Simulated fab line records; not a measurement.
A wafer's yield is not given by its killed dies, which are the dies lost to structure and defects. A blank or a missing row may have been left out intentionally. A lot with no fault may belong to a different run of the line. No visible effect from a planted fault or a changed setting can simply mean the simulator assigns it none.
Which tool did it? | flow n5Finfet | 14 lots with 37 wafers sampled at 7 steps, on a route of 1938 steps

== WHAT THE GAUGES SHOWED, per wafer ==
N5_FIN_SAQP_THK_MEAS_05. Usual: 38.1 nm for thkNm, sd 0.43.
lot  | measured    | on           | thkNm (nm)     | flag
L227 | day 1 20:59 | filmMetro-02 | 37.8 38.7      | 
L228 | day 2 02:56 | filmMetro-02 | 37.9 38.1 38.3 | 
L229 | day 2 08:43 | filmMetro-01 | 37.2 38.1      | 
L230 | day 2 15:24 | filmMetro-01 | 38.4 39.0 38.7 | 
L231 | day 2 21:07 | filmMetro-02 | 38.4 38.3 39.1 | 
L232 | day 3 03:17 | filmMetro-02 | 38.2 38.1 37.7 | 
L233 | day 3 08:35 | filmMetro-02 | 37.8 38.4 38.5 | 
L235 | day 3 21:04 | filmMetro-01 | 37.5 38.4      | 
L240 | day 5 04:07 | filmMetro-02 | 30.2 38.4      | OFF
L244 | day 6 02:51 | filmMetro-02 | 37.8 29.5 38.1 | OFF
L247 | day 6 20:54 | filmMetro-01 | 37.7 37.8 38.5 | 
L248 | day 7 03:35 | filmMetro-01 | 37.9 38.3      | 
L249 | day 7 08:35 | filmMetro-02 | 37.8 37.4 38.4 | 
L250 | day 7 14:59 | filmMetro-01 | 37.8 37.9 38.2 | 

N5_BEOL_M4_RC_MEAS_101. Usual: DIBL_N 36.3 mV/V, standard deviation 1.6; DIBL_P 36.2 mV/V, standard deviation 2.1; IOFF_N 0.16 nA/um, standard deviation 0.031; IOFF_P 0.21 nA/um, standard deviation 0.034; ION_N 673 uA/um, standard deviation 11; ION_P 461 uA/um, standard deviation 7.4; SS_N 71.6 mV/dec, standard deviation 0.55; SS_P 73.3 mV/dec, standard deviation 0.66; VT_N 251 mV, standard deviation 3.2; VT_P -251 mV, standard deviation 3.5.
lot  | measured     | on        | DIBL_N (mV/V)  | DIBL_P (mV/V)  | IOFF_N (nA/um) | IOFF_P (nA/um) | ION_N (uA/um) | ION_P (uA/um) | SS_N (mV/dec)  | SS_P (mV/dec)  | VT_N (mV)   | VT_P (mV)      | flag
L227 | day 7 13:00  | prober-02 | 36.6 34.4      | 35.7 33.3      | 0.16 0.13      | 0.23 0.19      | 678 683       | 469 473       | 72.4 71.6      | 73.7 73.3      | 250 252     | -252 -250      | 
L228 | day 7 15:59  | prober-02 | 36.3 36.8 38.4 | 36.0 36.5 37.9 | 0.14 0.14 0.17 | 0.21 0.21 0.25 | 683 665 676   | 471 462 464   | 71.0 71.5 71.2 | 73.8 73.4 74.0 | 254 253 250 | -254 -253 -251 | 
L229 | day 7 19:15  | prober-02 | 33.4 35.0      | 33.4 36.1      | 0.12 0.15      | 0.15 0.20      | 664 661       | 452 453       | 70.8 71.6      | 72.9 73.3      | 258 249     | -254 -251      | 
L230 | day 8 12:02  | prober-01 | 37.1 34.0 35.2 | 37.1 33.1 35.2 | 0.18 0.12 0.15 | 0.21 0.16 0.18 | 673 648 679   | 458 447 456   | 72.1 71.8 72.0 | 74.2 72.7 73.1 | 248 254 250 | -250 -255 -254 | 
L231 | day 8 17:03  | prober-02 | 36.0 38.8 38.9 | 35.8 39.2 39.4 | 0.14 0.20 0.19 | 0.22 0.28 0.28 | 661 679 675   | 460 467 473   | 72.0 71.9 72.2 | 73.4 74.3 74.7 | 255 249 248 | -250 -244 -244 | 
L232 | day 8 20:27  | prober-01 | 34.0 35.5 32.7 | 34.1 35.7 32.4 | 0.12 0.15 0.11 | 0.20 0.21 0.18 | 665 666 669   | 465 461 468   | 70.5 70.8 70.6 | 73.1 73.2 72.9 | 253 251 256 | -249 -247 -252 | 
L233 | day 9 00:52  | prober-01 | 39.4 39.9 40.0 | 39.1 40.1 39.6 | 0.25 0.24 0.26 | 0.27 0.28 0.28 | 681 683 683   | 460 461 464   | 72.0 72.9 72.5 | 74.2 74.2 73.5 | 244 245 246 | -247 -247 -248 | 
L235 | day 9 17:47  | prober-01 | 34.9 35.7      | 32.9 33.0      | 0.12 0.14      | 0.18 0.19      | 653 677       | 457 462       | 71.0 70.8      | 73.2 72.8      | 255 251     | -252 -253      | 
L240 | day 10 20:37 | prober-01 | 39.0 36.2      | 38.5 36.6      | 0.19 0.14      | 0.21 0.18      | 679 660       | 453 453       | 72.6 71.2      | 74.1 73.5      | 247 251     | -256 -256      | 
L244 | day 11 13:49 | prober-02 | 36.2 39.5 35.8 | 33.6 37.7 33.4 | 0.13 0.20 0.13 | 0.19 0.26 0.19 | 663 686 653   | 451 467 456   | 71.1 71.9 71.4 | 72.5 74.1 73.3 | 253 250 253 | -255 -247 -254 | 
L247 | day 12 09:29 | prober-01 | 36.9 33.8 36.6 | 37.1 33.7 37.1 | 0.16 0.11 0.16 | 0.18 0.13 0.17 | 670 662 682   | 454 446 459   | 71.6 70.9 71.5 | 73.1 72.7 73.2 | 251 256 249 | -258 -262 -258 | 
L248 | day 12 17:08 | prober-01 | 36.8 38.1      | 35.2 37.4      | 0.15 0.17      | 0.19 0.21      | 667 689       | 454 464       | 71.3 71.6      | 73.0 74.0      | 253 246     | -254 -253      | 
L249 | day 13 07:39 | prober-01 | 34.2 37.2 36.9 | 32.7 37.0 36.4 | 0.10 0.15 0.14 | 0.14 0.19 0.19 | 656 667 666   | 455 456 463   | 70.4 71.2 71.6 | 71.8 72.6 72.9 | 257 251 252 | -254 -253 -255 | 
L250 | day 13 10:01 | prober-01 | 37.9 39.1 39.1 | 38.5 41.1 41.7 | 0.19 0.23 0.25 | 0.23 0.28 0.29 | 687 697 708   | 466 472 478   | 71.7 73.3 72.5 | 74.6 74.0 74.3 | 248 245 243 | -249 -248 -248 | 

== EACH LOT AND THE TOOL THAT RAN IT (in order: tool; ch and the chambers of the sampled wafers; start) ==
lot  | N5_PMOS_HMC_CHANNEL_EPI_ETCH_32  | N5_FIN_SAQP_DENSIFY_62         | N5_FIN_SAQP_HM_DEP_03          | N5_FIN_SAQP_PECVD_48           | N5_FIN_SAQP_HM_OPEN_33
L227 | rieDiel-01 ch 2,3, day 1 17:29   | rtpAnneal-02 ch 0, day 1 20:43 | pecvd-01 ch 0,2, day 1 20:54   | pecvd-02 ch 0,1, day 1 21:04   | rieDiel-04 ch 0,2, day 2 01:17
L228 | rieDiel-05 ch 0,1, day 1 23:19   | rtpAnneal-01 ch 0, day 2 02:42 | pecvd-02 ch 0,1, day 2 02:51   | pecvd-02 ch 0,1, day 2 03:01   | rieDiel-02 ch 0,2, day 2 08:07
L229 | rieDiel-03 ch 1, day 2 05:19     | rtpAnneal-02 ch 0, day 2 08:27 | pecvd-01 ch 0,1, day 2 08:38   | pecvd-04 ch 0,1, day 2 08:49   | rieDiel-06 ch 2,3, day 2 13:34
L230 | rieDiel-05 ch 1,2, day 2 11:35   | rtpAnneal-02 ch 0, day 2 15:07 | pecvd-01 ch 0,1, day 2 15:19   | pecvd-04 ch 0,1, day 2 15:30   | rieDiel-02 ch 0,1,2, day 2 20:31
L231 | rieDiel-01 ch 0,1,3, day 2 17:46 | rtpAnneal-02 ch 0, day 2 20:48 | pecvd-01 ch 1,2, day 2 21:01   | pecvd-02 ch 1,2, day 2 21:11   | rieDiel-02 ch 1,2,3, day 3 01:41
L232 | rieDiel-01 ch 2,3, day 2 23:42   | rtpAnneal-02 ch 0, day 3 03:01 | pecvd-04 ch 0,1, day 3 03:12   | pecvd-01 ch 0,2, day 3 03:22   | rieDiel-06 ch 0,1, day 3 07:52
L233 | rieDiel-03 ch 0,2,3, day 3 05:05 | rtpAnneal-02 ch 0, day 3 08:17 | pecvd-02 ch 0,2, day 3 08:29   | pecvd-04 ch 0,1,2, day 3 08:40 | rieDiel-02 ch 0,2, day 3 13:36
L235 | rieDiel-01 ch 1,3, day 3 17:28   | rtpAnneal-01 ch 0, day 3 20:46 | pecvd-04 ch 2, day 3 20:58     | pecvd-01 ch 0,2, day 3 21:09   | rieDiel-06 ch 1,3, day 4 01:35
L240 | rieDiel-03 ch 0,3, day 4 23:38   | rtpAnneal-01 ch 0, day 5 03:50 | pecvd-04 ch 0,1, day 5 04:01   | pecvd-04 ch 0,1, day 5 04:13   | rieDiel-02 ch 1,2, day 5 08:49
L244 | rieDiel-03 ch 0,1,3, day 5 23:20 | rtpAnneal-01 ch 0, day 6 02:33 | pecvd-04 ch 0,2, day 6 02:46   | pecvd-01 ch 1,2, day 6 02:56   | rieDiel-02 ch 0,1,3, day 6 07:41
L247 | rieDiel-01 ch 0,1,2, day 6 17:08 | rtpAnneal-01 ch 0, day 6 20:38 | pecvd-01 ch 0,1, day 6 20:49   | pecvd-02 ch 0,2, day 6 20:59   | rieDiel-06 ch 0,2, day 7 01:54
L248 | rieDiel-01 ch 0, day 7 00:08     | rtpAnneal-01 ch 0, day 7 03:18 | pecvd-02 ch 2, day 7 03:29     | pecvd-04 ch 1,2, day 7 03:39   | rieDiel-06 ch 0,3, day 7 07:50
L249 | rieDiel-03 ch 0,1,3, day 7 05:06 | rtpAnneal-01 ch 0, day 7 08:19 | pecvd-01 ch 0,1,2, day 7 08:30 | pecvd-04 ch 0,2, day 7 08:41   | rieDiel-06 ch 0,2, day 7 13:35
L250 | rieDiel-05 ch 0,1, day 7 11:11   | rtpAnneal-01 ch 0, day 7 14:43 | pecvd-02 ch 0,2, day 7 14:54   | pecvd-01 ch 1,2, day 7 15:05   | rieDiel-04 ch 0,1,2, day 7 19:21
- N5_PMOS_HMC_CHANNEL_EPI_ETCH_32: etches BARC in N2/H2, stops on SiO2, target depth 85.8 nm, time 50.3 s.
- N5_FIN_SAQP_DENSIFY_62: time 60 s.
- N5_FIN_SAQP_HM_DEP_03: deposits SiNx from SiH4/NH3/N2, target thk 38 nm, time 33.6 s.
- N5_FIN_SAQP_PECVD_48: deposits SiNx from SiH4/NH3/N2, target thk 25 nm, time 22.1 s.
- N5_FIN_SAQP_HM_OPEN_33: chemistry CH3F/O2, target SiNx, target depth 49.4 nm, time 70.6 s.

== AS READ BY THE TOOLS THEMSELVES (means over the sampled wafers that have a number; for cases with no such wafer, the mark the record gives instead) ==
N5_PMOS_HMC_CHANNEL_EPI_ETCH_32. Usual: drypumpMotorCurrentA 5.6 A, standard deviation 0.5; oesProductAu 0.69 a.u., standard deviation 0.074; rfVppV 524.0 V, standard deviation 2.6; showerheadPlenumPTorr 2.55 Torr, standard deviation 0.087; throttleValvePct 17.87 %, standard deviation 0.27.
lot  | tool       | drypumpMotorCurrentA (A) | oesProductAu (a.u.) | rfVppV (V) | showerheadPlenumPTorr (Torr) | throttleValvePct (%) | flag
L227 | rieDiel-01 | 5.2                      | 0.63                | 522.9      | 2.50                         | 18.11                | 
L228 | rieDiel-05 | 5.9                      | 0.75                | 525.4      | 2.60                         | 17.63                | 
L229 | rieDiel-03 | 6.1                      | 0.59                | 522.6      | 2.53                         | 18.20                | 
L230 | rieDiel-05 | 6.3                      | 0.76                | 527.3      | 2.71                         | 17.54                | 
L231 | rieDiel-01 | 5.3                      | 0.75                | 524.1      | 2.56                         | 17.86                | 
L232 | rieDiel-01 | 5.3                      | 0.62                | 522.2      | 2.48                         | 18.04                | 
L233 | rieDiel-03 | 5.5                      | 0.65                | 524.0      | 2.54                         | 17.82                | 
L235 | rieDiel-01 | 5.6                      | 0.72                | 522.2      | 2.53                         | 17.80                | 
L240 | rieDiel-03 | 5.7                      | 0.64                | 526.0      | 2.59                         | 17.99                | 
L244 | rieDiel-03 | 5.8                      | 0.69                | 524.0      | 2.56                         | 17.97                | 
L247 | rieDiel-01 | 5.2                      | 0.70                | 524.3      | 2.57                         | 18.07                | 
L248 | rieDiel-01 | 4.9                      | 0.76                | 524.8      | 2.60                         | 18.05                | 
L249 | rieDiel-03 | 5.8                      | 0.67                | 523.8      | 2.56                         | 17.98                | 
L250 | rieDiel-05 | 5.9                      | 0.71                | 524.8      | 2.58                         | 17.69                | 

N5_FIN_SAQP_DENSIFY_62. Usual: lampPowerPct 9.84 %, standard deviation 0.054; wafer_temp_C_max 703.3, standard deviation 0.62.
lot  | tool         | lampPowerPct (%) | wafer_temp_C_max | flag
L227 | rtpAnneal-02 | 9.77             | 703.2            | 
L228 | rtpAnneal-01 | 9.83             | 703.0            | 
L229 | rtpAnneal-02 | 9.82             | 703.4            | 
L230 | rtpAnneal-02 | 9.78             | 703.2            | 
L231 | rtpAnneal-02 | 9.85             | 702.8            | 
L232 | rtpAnneal-02 | 9.82             | 703.5            | 
L233 | rtpAnneal-02 | 9.88             | 703.1            | 
L235 | rtpAnneal-01 | 9.84             | 703.0            | 
L240 | rtpAnneal-01 | 9.79             | 702.9            | 
L244 | rtpAnneal-01 | 9.90             | 703.0            | 
L247 | rtpAnneal-01 | 9.84             | 703.1            | 
L248 | rtpAnneal-01 | 9.89             | 703.7            | 
L249 | rtpAnneal-01 | 9.84             | 703.7            | 
L250 | rtpAnneal-01 | 9.84             | 703.4            | 

N5_FIN_SAQP_HM_DEP_03. Usual: heaterPowerW 774 W, standard deviation 99; showerheadPlenumPTorr 5.11 Torr, standard deviation 0.061; throttleValvePct 41 %, standard deviation 3.3.
lot  | tool     | heaterPowerW (W) | showerheadPlenumPTorr (Torr) | throttleValvePct (%) | flag
L227 | pecvd-01 | 712              | 5.13                         | 38                   | 
L228 | pecvd-02 | 887              | 5.15                         | 41                   | 
L229 | pecvd-01 | 844              | 5.11                         | 42                   | 
L230 | pecvd-01 | 846              | 5.12                         | 41                   | 
L231 | pecvd-01 | 703              | 5.11                         | 41                   | 
L232 | pecvd-04 | 732              | 5.05                         | 42                   | 
L233 | pecvd-02 | 754              | 5.08                         | 40                   | 
L235 | pecvd-04 | 732              | 5.08                         | 36                   | 
L240 | pecvd-04 | 761              | 5.08                         | 42                   | 
L244 | pecvd-04 | 807              | 5.06                         | 38                   | 
L247 | pecvd-01 | 804              | 5.12                         | 41                   | 
L248 | pecvd-02 | 640              | 5.15                         | 41                   | 
L249 | pecvd-01 | 726              | 5.12                         | 40                   | 
L250 | pecvd-02 | 728              | 5.11                         | 40                   | 

N5_FIN_SAQP_PECVD_48. Usual: heaterPowerW 772 W, standard deviation 87; showerheadPlenumPTorr 5.11 Torr, standard deviation 0.069; throttleValvePct 40.7 %, standard deviation 2.8.
lot  | tool     | heaterPowerW (W) | showerheadPlenumPTorr (Torr) | throttleValvePct (%) | flag
L227 | pecvd-02 | 831              | 5.12                         | 40.4                 | 
L228 | pecvd-02 | 823              | 5.10                         | 39.9                 | 
L229 | pecvd-04 | 716              | 5.08                         | 42.5                 | 
L230 | pecvd-04 | 827              | 5.11                         | 43.8                 | 
L231 | pecvd-02 | 818              | 5.19                         | 41.4                 | 
L232 | pecvd-01 | 759              | 5.13                         | 38.0                 | 
L233 | pecvd-04 | 798              | 5.08                         | 40.5                 | 
L235 | pecvd-01 | 750              | 5.13                         | 37.4                 | 
L240 | pecvd-04 | 732              | 5.08                         | 43.0                 | 
L244 | pecvd-01 | 692              | 5.13                         | 38.7                 | 
L247 | pecvd-02 | 784              | 5.08                         | 40.2                 | 
L248 | pecvd-04 | 825              | 5.12                         | 41.4                 | 
L249 | pecvd-04 | 817              | 5.06                         | 37.8                 | 
L250 | pecvd-01 | 683              | 5.10                         | 41.7                 | 

N5_FIN_SAQP_HM_OPEN_33. Usual: CH3F_flow_sccm 29.99 sccm, standard deviation 0.095; drypumpMotorCurrentA 5.6 A, standard deviation 0.39; etchRfOnTimeS 69.5 s, standard deviation 1.2; oesProductAu 0.66 a.u., standard deviation 0.072; rfVppV 294 V, standard deviation 4.7; showerheadPlenumPTorr 2.02 Torr, standard deviation 0.06; throttleValvePct 16.53 %, standard deviation 0.23.
lot  | tool       | CH3F_flow_sccm (sccm) | drypumpMotorCurrentA (A) | etchRfOnTimeS (s) | oesProductAu (a.u.) | rfVppV (V) | showerheadPlenumPTorr (Torr) | throttleValvePct (%) | flag
L227 | rieDiel-04 | 29.98                 | 6.2                      | 69.4              | 0.70                | 296        | 1.94                         | 16.25                | 
L228 | rieDiel-02 | 29.99                 | 5.1                      | 69.9              | 0.62                | 295        | 2.03                         | 16.55                | 
L229 | rieDiel-06 | 29.94                 | 5.6                      | 68.2              | 0.64                | 294        | 1.97                         | 16.77                | 
L230 | rieDiel-02 | 29.95                 | 5.3                      | 70.7              | 0.62                | 292        | 2.05                         | 16.61                | 
L231 | rieDiel-02 | 30.03                 | 5.4                      | 70.3              | 0.69                | 290        | 2.08                         | 16.38                | 
L232 | rieDiel-06 | 29.97                 | 6.1                      | 70.1              | 0.60                | 294        | 2.07                         | 16.63                | 
L233 | rieDiel-02 | 29.95                 | 5.1                      | 70.1              | 0.71                | 296        | 2.03                         | 16.42                | 
L235 | rieDiel-06 | 29.99                 | 6.0                      | 70.4              | 0.61                | 296        | 2.03                         | 16.84                | 
L240 | rieDiel-02 | 30.03                 | 5.2                      | 62.8              | 0.62                | 290        | 2.04                         | 16.54                | OFF
L244 | rieDiel-02 | 29.95                 | 5.5                      | 63.6              | 0.72                | 293        | 2.08                         | 16.45                | OFF
L247 | rieDiel-06 | 29.88                 | 5.7                      | 68.8              | 0.59                | 293        | 2.00                         | 16.58                | 
L248 | rieDiel-06 | 29.91                 | 5.9                      | 69.2              | 0.58                | 296        | 2.01                         | 16.79                | 
L249 | rieDiel-06 | 29.93                 | 5.5                      | 69.1              | 0.61                | 293        | 1.96                         | 16.63                | 
L250 | rieDiel-04 | 30.04                 | 6.0                      | 68.5              | 0.69                | 297        | 1.96                         | 16.32                | 

== THE ANSWER, worked out from the rows above alone ==
Rule: a lot counts as off when the mean over its wafers that have a number is more than 3 standard deviations away from the usual mean. Also off: a lot with no number at a reading for which 4 or more lots have one. Any other lot the step has rows for is counted as sound. The gauges are gone through in route order, then the tools' own readings, and for those a lot's mean is taken as printed above. The first step at which some lot is off is used, and at that step the reading that is off furthest; a lot without a number counts as furthest.
Off, at N5_FIN_SAQP_THK_MEAS_05 on thkNm: L240, L244.
If a tool, at a process step before that reading, ran all the lots that are off and no sound lot after the first of them, it fits. Not tried: the gauges at N5_FIN_SAQP_THK_MEAS_05; whatever is off there is also off at N5_FIN_SAQP_HM_OPEN_33, on other tools, and gauge error can't account for it. One fits: N5_FIN_SAQP_HM_DEP_03 on pecvd-04. A fault onset in the window from L235 (day 3 20:58, its last sound lot) to L240 (day 5 04:01, its first lot off) fits.

== WHAT WAS PUT IN BY THE SIMULATOR ==
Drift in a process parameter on pecvd-04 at N5_FIN_SAQP_HM_DEP_03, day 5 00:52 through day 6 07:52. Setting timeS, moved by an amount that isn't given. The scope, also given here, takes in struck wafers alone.
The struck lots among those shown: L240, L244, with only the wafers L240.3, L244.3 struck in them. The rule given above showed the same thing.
